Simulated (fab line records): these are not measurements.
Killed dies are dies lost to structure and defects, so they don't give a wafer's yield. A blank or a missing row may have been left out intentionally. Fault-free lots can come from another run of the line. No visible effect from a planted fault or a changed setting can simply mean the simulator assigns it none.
Chamber matching -- flow n5Finfet -- 3 sister chambers for N5_FIN_SAQP_PECVD_47 on pecvd-02
The step deposits a-Si from SiH4/He, target thk 45 nm, time 36.3 s. 6 wafers are shown with their chamber, then 9 later ones without.

== EACH WAFER AND ITS CHAMBER ==
wafer,chamber,showerheadPlenumPTorr (Torr),heaterPowerW (W)
L076.3,0,5.69,948
L087.2,0,5.69,966
L087.6,2,5.64,730
L089.1,2,5.66,810
L089.3,1,5.63,717
L089.5,1,5.61,708

== WAFERS WITH NO CHAMBER GIVEN ==
wafer,showerheadPlenumPTorr (Torr),heaterPowerW (W)
L090.3,5.65,819
L090.4,5.69,801
L090.6,5.65,835
L093.1,5.65,849
L093.3,5.63,658
L093.4,5.69,958
L097.2,5.65,719
L097.3,5.70,942
L097.6,5.70,940

== THE CHAMBER EACH PASSED THROUGH ==
wafer,from the rows above,in truth
L090.3,2,2
L090.4,can't be placed: 2 or 0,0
L090.6,2,2
L093.1,2,2
L093.3,can't be placed: 1 or 2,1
L093.4,0,0
L097.2,can't be placed: 2 or 1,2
L097.3,0,0
L097.6,0,0
Correct placement for 6 of the 9. Unplaceable from these rows: 3, with the true chamber sitting among the candidates in 3. Wrongly placed: 0.
How it was worked out, from the rows above alone: a wafer's distance from a chamber is the root of the sum, over the readings, of the square of ((its reading less the chamber's mean) divided by the reading's scatter). The wafer belongs to the nearest chamber; if the next one is less than 2 further off, it can't be placed. A chamber's mean is the mean of its shown wafers. How the scatter is found: for the shown wafers, subtract from each reading the mean of its chamber, square and add these, divide the total by (wafers less chambers), then take the root.
